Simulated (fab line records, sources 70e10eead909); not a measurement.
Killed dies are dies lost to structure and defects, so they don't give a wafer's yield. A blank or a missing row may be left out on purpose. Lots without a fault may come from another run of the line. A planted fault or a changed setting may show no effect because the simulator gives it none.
fab line records | flow nand_harc | part 2 of 2: steps 18 to 25 of 25
record lots=5 wafers=15 last_day=32
route steps=1302 shown A_CONTACT@1041
lots that met no fault: from a run of the same line without faults
start_h: hours from the record's first day to the start of the lot's first wafer shown | wait_h: hours since the lot's step before | " the same as in the row above | L1.1+2: a row that stands for several wafers | - no value, or no start given | * or withheld: withheld | < > ~ a bound
route shown NAME@n: a module of which the file shows steps, and the number in the route of the first | usual: mean/standard deviation of fault-free wafers | same: alike in all rows | chamber/n: place in a boat | sites: the reading at each site | _std_site: their standard deviation | _edge_site: outer sites' mean less inner sites' | radius_mm: how far each site lies from the wafer's centre | mask NAME#n: copy n | behind: the tool/chamber that last shaped the wafer | hold: why the lot was held/for how many hours/how that ended | device: the transistor (n, p or np) that didn't switch | end of line: the same wafers' tests at the end of the route | a step without rows: its recipe alone | killed: dies lost to structure and defects at the first sort, not the wafer's yield | map: a wafer's dies, x killed, . not, _ none there
set.NAME: the setting as run; set.NAME@STEP: as run at that earlier step | model.NAME: the simulator's own value behind a step, which no gauge read
lots at some steps of the route; a table a step, a row a wafer
services: from which hour (start_h, from the record's first day; less than 0 if before it) a tool's chamber was out of use, for how many hours, and why
## steps
# step NHARC_A_CONTACT_ETCH_97
# recipe target_depth_a=200 over_etch_frac=0.5 time_s=10 ion_energy_ev=250 c4f6_flow_sccm=25 o2_flow_sccm=20 ar_flow_sccm=500 rf_w=600 bias_w=500 chemistry=C4F6/O2
# usual drypump_motor_current_A=5.9/0.45 mfc_ar_sccm=499.8/1.6 oes_product_au=0.961/0.021 rf_vpp_V=547.6/2.5 showerhead_plenum_p_Torr=3.97/0.11 throttle_valve_pct=26.903/0.0092
# same time_s=10
# columns lot.wafer tool chamber start_h wait_h drypump_motor_current_A mfc_ar_sccm oes_product_au rf_hours_counter_h rf_vpp_V showerhead_plenum_p_Torr throttle_valve_pct
L085.1 rie_diel-03 3 - - 6.5 500.6 0.951 23 549.8 4.04 26.907
L085.2 " 1 " " 6.2 500.4 0.936 22 549.3 4.07 26.893
L085.5 " 0 " " 5.3 503.3 0.934 - 546.9 3.95 26.907
L087.4 rie_diel-11 1 - - 5.8 497.8 1.010 0 543.3 3.76 26.917
L087.3 " 2 " " 5.8 497.5 1.008 0 553.0 4.19 26.909
L087.6 " 2 " " 5.8 500.8 0.994 - 552.2 4.19 26.900
L088.1 rie_diel-03 3 - - 6.5 499.3 1.006 0 546.9 4.03 26.908
L088.3 " 1 " " 6.1 499.6 0.999 0 549.0 4.06 26.907
L088.5 " 3 " " 6.5 501.7 0.994 - 548.2 4.03 26.901
L092.1 rie_diel-03 0 - - 5.3 498.7 0.946 7 546.8 3.94 26.902
L092.2 " 1 " " 6.2 501.2 0.944 7 551.0 4.06 26.894
L092.5 " 3 " " 6.6 500.7 0.956 - 548.6 4.03 26.910
L093.2 rie_diel-03 0 - - 5.3 500.4 0.941 7 547.5 3.94 26.901
L093.4 " 3 " " 6.5 501.0 0.942 8 548.1 4.03 26.903
L093.6 " 1 " " 6.1 499.3 0.947 - 548.6 4.06 26.902
# step NHARC_A_CONTACT_CD_MEAS_80
# usual cd_nm=289.6/0.76
# columns lot.wafer tool chamber start_h wait_h cd_nm
L085.1 cd_sem-02 - 614.34 - 289.0
L085.2 " - " " 289.3
L085.5 " - " " 289.6
L087.3 cd_sem-01 - 623.52 - 289.9
L087.4 " - " " 289.8
L087.6 " - " " 289.6
L088.1 cd_sem-03 - 646.40 - 289.8
L088.3 " - " " 290.2
L088.5 " - " " 290.8
L092.1 cd_sem-03 - 696.92 - 290.2
L092.2 " - " " 290.3
L092.5 " - " " 290.2
L093.2 cd_sem-01 - 697.78 - 289.4
L093.4 " - " " 289.5
L093.6 " - " " 289.3
# step NHARC_A_CONTACT_STRIP_103
# recipe n2_flow_sccm=150 h2_flow_sccm=150 ar_flow_sccm=0 bias_w=0 chemistry=N2/H2
# columns lot.wafer tool chamber start_h wait_h
L085.2+1+5 rie_diel-03 1,2,1 614.42 0.1
L087.3+4+6 rie_diel-11 0,1,3 623.60 0.1
L088.1+3+5 rie_diel-04 2,3,1 646.48 0.1
L092.2+1+5 rie_diel-04 2,1,2 697.00 0.1
L093.2+4+6 rie_diel-04 3,1,3 697.86 0.1
# step NHARC_A_CONTACT_STRIP_104
# recipe cf4_flow_sccm=100 chf3_flow_sccm=30 ar_flow_sccm=0 bias_w=0 chemistry=CF4/CHF3
# columns lot.wafer tool chamber start_h wait_h
L085.2+1+5 rie_diel-03 2,1,3 614.97 0.5
L087.3+4+6 rie_diel-11 3,0,2 623.69 0.1
L088.3+1+5 rie_diel-04 3,0,3 646.57 0.1
L092.2+1+5 rie_diel-04 2,0,3 697.10 0.1
L093.2+4+6 rie_diel-04 2,3,2 697.95 0.1
# step NHARC_A_CONTACT_STRIP_105
# recipe o2_flow_sccm=400 cos_flow_sccm=20 ar_flow_sccm=0 bias_w=0 chemistry=O2/COS
# columns lot.wafer tool chamber start_h wait_h
L085.2+1+5 rie_diel-03 0,1,0 615.04 0.1
L087.4+3+6 rie_diel-11 1,2,1 623.79 0.1
L088.3+1+5 rie_diel-04 1,3,1 646.63 0.1
L092.2+1+5 rie_diel-04 1,3,1 697.16 0.1
L093.2+4+6 rie_diel-04 0,3,0 698.01 0.1
# step NHARC_A_CONTACT_ETCH_106
# recipe target_depth_a=900 overetch_a=90 time_s=49.5 ion_energy_ev=100 cf4_flow_sccm=80 o2_flow_sccm=20 ar_flow_sccm=0 rf_w=300 bias_w=100 chemistry=CF4/O2
# usual drypump_motor_current_A=5.8/0.42 mfc_ar_sccm=0.009/0.011 oes_f_703_au=1.000/0.0042 oes_product_au=1.004/0.0069 rf_vpp_V=198.1/1.3 showerhead_plenum_p_Torr=1.35/0.046 throttle_valve_pct=13.398/0.0085
# same time_s=49.5
# columns lot.wafer tool chamber start_h wait_h drypump_motor_current_A mfc_ar_sccm oes_f_703_au oes_product_au rf_hours_counter_h rf_vpp_V showerhead_plenum_p_Torr throttle_valve_pct
L085.2 rie_diel-03 0 615.10 0.1 5.3 0.011 0.997 0.994 21 197.8 1.34 13.400
L085.1 " 1 " " 6.1 0.027 1.007 0.993 22 200.2 1.39 13.408
L085.5 " 1 " " 6.1 0.027 1.007 1.003 - 198.9 1.39 13.401
L087.4 rie_diel-11 2 623.85 0.1 5.8 0.030 0.999 0.997 0 200.8 1.43 13.398
L087.3 " 0 " " 5.3 0 0.991 1.014 1 200.1 1.45 13.403
L087.6 " 1 " " 5.7 0 1.006 1.008 - 196.7 1.28 13.394
L088.1 rie_diel-04 3 646.69 0.1 5.0 0.003 1.008 1.018 38 199.9 1.29 13.387
L088.3 " 1 " " 5.7 0.011 1.000 1.017 40 197.7 1.35 13.408
L088.5 " 2 " " 5.9 0 1.006 1.000 - 197.6 1.35 13.404
L092.1 rie_diel-04 3 697.22 0.1 5.0 0.003 1.007 1.004 52 198.6 1.29 13.402
L092.2 " 0 " " 5.6 0.001 1.002 1.010 61 198.4 1.36 13.396
L092.5 " 3 " " 5.0 0.003 1.001 1.010 - 196.9 1.29 13.394
L093.2 rie_diel-04 2 698.07 0.1 5.9 0 0.996 1.012 50 197.9 1.34 13.411
L093.4 " 3 " " 5.0 0.003 1.004 1.002 52 195.3 1.29 13.397
L093.6 " 3 " " 5.0 0.003 0.998 1.014 - 197.0 1.29 13.397
# step NHARC_A_CONTACT_STRIP_82
# recipe o2_flow_sccm=500 ar_flow_sccm=0 bias_w=0 chemistry=O2
# usual drypump_motor_current_A=5.8/0.41 mfc_ar_sccm=0.009/0.011 oes_product_au=1.002/0.0074 rf_vpp_V=57.9/0.83 showerhead_plenum_p_Torr=3.57/0.12 throttle_valve_pct=17.036/0.0087
# columns lot.wafer tool chamber start_h wait_h drypump_motor_current_A mfc_ar_sccm oes_product_au rf_hours_counter_h rf_vpp_V showerhead_plenum_p_Torr throttle_valve_pct
L085.2 rie_diel-03 0 - - 5.3 0.011 0.993 21 58.8 3.55 17.025
L085.1 " 1 " " 6.2 0.027 0.995 23 57.4 3.66 17.020
L085.5 " 3 " " 6.6 0 1.002 - 57.8 3.63 17.030
L087.4 rie_diel-11 0 - - 5.4 0 1.001 1 58.0 3.81 17.039
L087.3 " 1 " " 5.8 0 1.010 0 56.1 3.38 17.025
L087.6 " 3 " " 5.7 0.026 1.012 - 58.0 3.62 17.040
L088.1 rie_diel-04 1 - - 5.8 0.011 1.003 40 58.3 3.58 17.036
L088.3 " 2 " " 6.0 0 0.990 36 58.3 3.56 17.045
L088.5 " 3 " " 5.0 0.003 1.013 - 58.0 3.42 17.061
L092.2 rie_diel-04 1 - - 5.7 0.011 1.005 59 58.5 3.57 17.049
L092.1 " 3 " " 5.0 0.003 1.015 52 58.4 3.41 17.035
L092.5 " 0 " " 5.6 0.001 1.011 - 59.5 3.59 17.031
L093.4 rie_diel-04 1 - - 5.7 0.011 0.990 59 55.7 3.57 17.037
L093.2 " 3 " " 5.0 0.003 1.002 52 56.6 3.41 17.042
L093.6 " 2 " " 6.0 0 0.995 - 59.2 3.55 17.036
# step NHARC_A_CONTACT_STRIP_83
# recipe time_s=600 temp_c=30 chemistry=post_etch_residue_remover
# same time_s=600
# columns lot.wafer tool chamber start_h wait_h
L085.1+2+5 wet_bench-04 4,5,6 615.49 -
L087.6+4+3 wet_bench-04 3,4,5 624.23 -
L088.5+3+1 wet_bench-06 5,7,0 647.09 -
L092.2+5+1 wet_bench-06 2,3,6 697.61 -
L093.6+2+4 wet_bench-06 0,2,3 698.46 -
## services
# columns tool chamber start_h hours kind
rie_diel-04 0 591.44 - clean
rie_diel-04 1 591.44 - clean
rie_diel-04 2 591.44 - clean
rie_diel-04 3 591.44 - clean
rie_diel-11 1 593.13 14.8 repair
rie_diel-11 - 612.05 9.0 pm
rie_diel-04 0 615.94 - clean
rie_diel-04 1 615.94 - clean
rie_diel-04 2 615.94 - clean
rie_diel-04 3 615.94 - clean
rie_diel-11 3 632.52 1.7 repair
rie_diel-03 - 635.30 9.0 pm
rie_diel-04 0 640.44 - clean
rie_diel-04 1 640.44 - clean
rie_diel-04 2 640.44 - clean
rie_diel-04 3 640.44 - clean
rie_diel-04 0 666.24 - clean
rie_diel-04 1 666.24 - clean
rie_diel-04 2 666.24 - clean
rie_diel-04 3 666.24 - clean
rie_diel-04 0 692.50 - clean
rie_diel-04 1 692.50 - clean
rie_diel-04 2 692.50 - clean
rie_diel-04 3 692.50 - clean
